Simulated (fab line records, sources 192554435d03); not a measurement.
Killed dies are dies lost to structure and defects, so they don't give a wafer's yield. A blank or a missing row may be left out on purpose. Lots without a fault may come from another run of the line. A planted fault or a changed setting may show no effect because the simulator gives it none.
Split-lot experiment | flow n5_finfet | 7 lots, 21 wafers read, on a route of 1938 steps

THE SPLIT
At N5_HKMG_FIN_PEB_47 (peb time 60 s), the setting peb_time_s was moved away from the recipe's 60 s on 7 of the 21 wafers read, by -20.3% to +13.7%. The other wafers ran this setting at the recipe's value.

FROM THE SPLIT TO THE READING: what the file shows between them, 1 step
- N5_HKMG_FIN_DEVELOP_48: develop time 30 s

THE READING
cd_nm, in nm, at N5_HKMG_FIN_CD_MEAS_49 (target cd 202 nm). Fault-free wafers of this fab line usually give 202.0 nm, standard deviation 0.65 nm.

wafer  | tool, chamber at the split | peb_time_s as run, s | against the recipe | cd_nm, nm | against lot-mates on the recipe
L078.3 | litho_track-01, 0          | 68.2                 | +13.7%             | 205.4     | +3.6
L078.4 | litho_track-01, 0          | 60                   | recipe             | 201.8     | -
L078.5 | litho_track-01, 0          | 68.2                 | +13.7%             | 206.1     | +4.3
L079.1 | litho_track-04, 0          | 60                   | recipe             | 202.0     | -
L079.4 | litho_track-04, 0          | 60                   | recipe             | 202.2     | -
L079.6 | litho_track-04, 0          | 60                   | recipe             | 201.9     | -
L082.2 | litho_track-05, 0          | 60                   | recipe             | 202.2     | -
L082.3 | litho_track-05, 0          | 47.83                | -20.3%             | 195.1     | -7.1
L082.6 | litho_track-05, 0          | 47.83                | -20.3%             | 194.3     | -7.9
L084.2 | litho_track-05, 0          | 60                   | recipe             | 201.9     | -
L084.3 | litho_track-05, 0          | 60                   | recipe             | 202.6     | -
L084.5 | litho_track-05, 0          | 60                   | recipe             | 203.5     | -
L085.2 | litho_track-04, 0          | 60                   | recipe             | 202.1     | -
L085.3 | litho_track-04, 0          | 49.9                 | -16.8%             | 196.3     | -5.8
L085.6 | litho_track-04, 0          | 49.9                 | -16.8%             | 195.6     | -6.5
L090.1 | litho_track-01, 0          | 60                   | recipe             | 202.5     | -
L090.2 | litho_track-01, 0          | 65.16                | +8.6%              | 204.4     | +2.0
L090.4 | litho_track-01, 0          | 60                   | recipe             | 202.4     | -
L092.2 | litho_track-01, 0          | 60                   | recipe             | 203.0     | -
L092.5 | litho_track-01, 0          | 60                   | recipe             | 203.7     | -
L092.6 | litho_track-01, 0          | 60                   | recipe             | 203.4     | -

THE FIT
A straight line over all 21 wafers: cd_nm changes by +0.343 nm for each +1% of peb_time_s; r = +0.97; the points scatter about the line by 0.78 nm.
The same after taking each lot's own level away (the mean of its wafers on the recipe; 21 wafers): +0.342 nm for each +1%; r = +0.99; scatter 0.48 nm.
On that fit, the largest move of peb_time_s shifts the reading by 6.9 nm.
The lots' own levels span 201.80 to 203.37 nm, that is 2.4 times the standard deviation above.
So the lot-to-lot level changes the slope little: the two slopes agree.
Check: with one of the wafers moved furthest among these (-20.3%) left out of the fit, the line predicts -7.16 nm for it against its lot-mates. It came out at -7.1 nm against them.

OTHER SPLITS ON THESE WAFERS
These wafers also went through other splits before the reading. Each is held against what the fit with the lots' levels taken away leaves over:
other split on the same wafers | wafers away from the commonest value | r with cd_nm (lot level and that fit taken away)
N5_SD_EPI_N_EPI_21 temp_c      | 11                                   | -0.63
N5_SD_EPI_N_PRECLEAN_49 temp_c | 9                                    | +0.06
N5_SDB_ETCH_17 bias_w          | 5                                    | -0.09
N5_SDB_STRIP_22 power_w        | 4                                    | +0.41

THE WHOLE CHAIN: every reading that the file lists as answering this split, in the file's order
step                   | what it does                                           | reading                                                                | change (the file's fit)               | r (the file's)
N5_HKMG_FIN_CD_MEAS_49 | target cd 202 nm                                       | cd_nm                                                                  | +0.342 nm for each +1% of the setting | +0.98
N5_HKMG_FIN_ETCH_54    | etches SiARC in CF4, target depth 45.5 nm, time 75.8 s | HKMG_FIN.cd_offset_nm (the simulator's own value, which no gauge read) | +0.339 nm for each +1% of the setting | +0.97
N5_HKMG_FIN_ETCH_55    | etches SOC in N2/H2, target depth 240 nm, time 300 s   | HKMG_FIN.cd_offset_nm (the simulator's own value, which no gauge read) | +0.328 nm for each +1% of the setting | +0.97
N5_HKMG_FIN_ETCH_58    | etches SOC in N2/H2, target depth 215.8 nm, time 741 s | HKMG_FIN.cd_offset_nm (the simulator's own value, which no gauge read) | +0.32 nm for each +1% of the setting  | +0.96

THE FILE'S OWN FIT
cd_nm changes by +0.342 nm for each +1% of peb_time_s, r = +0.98.
